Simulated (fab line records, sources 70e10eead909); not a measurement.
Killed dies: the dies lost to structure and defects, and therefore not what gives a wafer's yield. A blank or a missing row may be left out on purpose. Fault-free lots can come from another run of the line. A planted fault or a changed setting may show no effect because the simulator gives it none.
Comparing a struck lot with a sound one | flow nand_harc | 22 out of 1159 route steps
Sound: wafers L169.3, L169.5, L169.6. Wafers L177.1, L177.2, L177.4 were the ones struck. The cause comes at the end.
At each step with rows: each side's tool, then ch and its chambers, then its first start. Under that, the readings that differ: sound wafers | struck wafers | difference of the means | sigmas: that difference in standard deviations of wafers without a fault.
alike: readings whose means differ by less than 2 such deviations, and words and numbers that are the same on both sides. not compared: withheld readings, readings that some wafer has no value for, bounds like >300 that may hide the same value, and numbers for which the record gives no deviation and whose values overlap.
A row with sigmas, a row that says differs or no value, or rows on one side alone: a step with any of these is where the two part. Non-overlapping numbers with no deviation appear without sigmas and do not part them. Lack of a reading on every wafer of one side parts them only where that side has two or more wafers.

NHARC_A_BLC_CVD_24: deposits W, target thk 150 nm, time 434 s.
  sound: cvd_w-02 ch 1; struck: cvd_w-02 ch 0,1
  reading            | sound          | struck         | difference | sigmas
  mfc_ar_sccm (sccm) | 1557 1558 1559 | 1572 1567 1566 | +10        | +2
  alike: chamber_pressure_Torr, heater_power_w, throttle_valve_pct
NHARC_A_BLC_CMP_25: polishes, t overpolish 30 s, target thk 150 nm.
  sound on cmp-01 ch 1,2, day 19 04:44; struck on cmp-03 ch 1,2,3, day 20 08:44
  alike: motor_current_A, overpolish_run_s, time_to_endpoint_s
next, for these wafers, 1 step has no rows: NHARC_A_BLC_SRD_27.
NHARC_A_BLC_INSPECT_28:
  struck on defect_inspect-01, day 20 09:08; sound on defect_inspect-01, day 19 05:08
  alike: raw_defect_count
then, 7 steps without rows for these wafers: NHARC_A_M0_DEP_00 (deposits SiOC, target thk 150 nm); NHARC_A_M0_DEHYDRATE_01 (time 120 s); NHARC_A_M0_HMDS_02 (time 30 s); NHARC_A_M0_COAT_33 (time 65 s); NHARC_A_M0_COAT_03 (resist thk 90 nm); NHARC_A_M0_SOFTBAKE_04 (time 55 s); NHARC_A_M0_EBR_05.
NHARC_A_M0_EXPOSE_06: exposes mask A M0, target cd 80 nm.
  sound on arfi_scanner-03 ch 0, day 19 05:47; struck on arfi_scanner-02 ch 0, day 20 09:46
  reading              | sound             | struck            | difference | sigmas
  exposure_dose_mJ_cm2 | 83.27 83.20 83.32 | 79.16 79.07 79.00 | -4.19      | -50
  alike: mask
then, 2 steps without rows for these wafers: NHARC_A_M0_PEB_07 (peb time 65 s); NHARC_A_M0_DEVELOP_08 (develop time 35 s).
NHARC_A_M0_CD_MEAS_09 targets a cd of 80 nm.
  sound on cd_sem-01 ch 0, day 19 05:55; struck on cd_sem-01 ch 0, day 20 09:55
  reading    | sound          | struck         | difference | sigmas
  cd_nm (nm) | 80.1 79.2 79.5 | 77.4 76.9 76.5 | -2.7       | -4
NHARC_A_M0_OVL_MEAS_10: pitch 160 nm.
  struck on overlay-02, day 20 10:00; sound on overlay-01, day 19 06:01
  alike: overlay_x_nm, overlay_y_nm
NHARC_A_M0_INSPECT_11:
  struck on defect_inspect-01, day 20 10:02; sound on defect_inspect-01, day 19 06:02
  alike: raw_defect_count
NHARC_A_M0_DESCUM_14: chemistry O2, time 3 s.
  sound on rie_diel-02 ch 0,2,3, day 19 06:07; struck on rie_diel-07 ch 1,2,3, day 20 10:06
  reading               | sound             | struck           | difference | sigmas
  model.A_M0.cd_nm (nm) | 80.64 79.08 78.71 | 77.25 77.4 76.22 | -2.52      |
  alike: drypump_motor_current_A, mfc_ar_sccm, oes_product_au, rf_vpp_V, showerhead_plenum_p_Torr, throttle_valve_pct
  not compared: rf_hours_counter_h
NHARC_A_M0_ETCH_34: etches the open film in N2/H2, target depth 40 nm, overetch 12 nm, time 43.94 s.
  sound on rie_diel-02 ch 0,1,3, day 19 06:12; struck on rie_diel-07 ch 0,1,3, day 20 10:11
  alike: drypump_motor_current_A, mfc_ar_sccm, n2_flow_sccm, oes_product_au, rf_vpp_V, showerhead_plenum_p_Torr, throttle_valve_pct
  not compared: rf_hours_counter_h
NHARC_A_M0_ETCH_15: etches the open film in C4F8/Ar, target depth 150 nm, overetch 15 nm, time 82.5 s.
  sound: rie_diel-02 ch 1,2,3; struck: rie_diel-07 ch 1,2,3
  reading               | sound             | struck            | difference | sigmas
  model.A_M0.cd_nm (nm) | 80.33 79.45 78.46 | 77.22 77.92 76.52 | -2.19      |
  alike: oes_product_au, rf_vpp_V
  not compared: rf_hours_counter_h
NHARC_A_M0_CD_MEAS_16:
  struck on cd_sem-03, day 20 10:24; sound on cd_sem-03, day 19 06:25
  reading    | sound          | struck         | difference | sigmas
  cd_nm (nm) | 80.6 79.9 78.7 | 77.1 77.9 76.7 | -2.5       | -3
next, for these wafers, 1 step has no rows: NHARC_END_SORT_01.

## WHERE THEY PART
Last at NHARC_A_M0_CD_MEAS_16 as far as this record goes, first at NHARC_A_BLC_CVD_24.

WHY: what had been put in by the simulator
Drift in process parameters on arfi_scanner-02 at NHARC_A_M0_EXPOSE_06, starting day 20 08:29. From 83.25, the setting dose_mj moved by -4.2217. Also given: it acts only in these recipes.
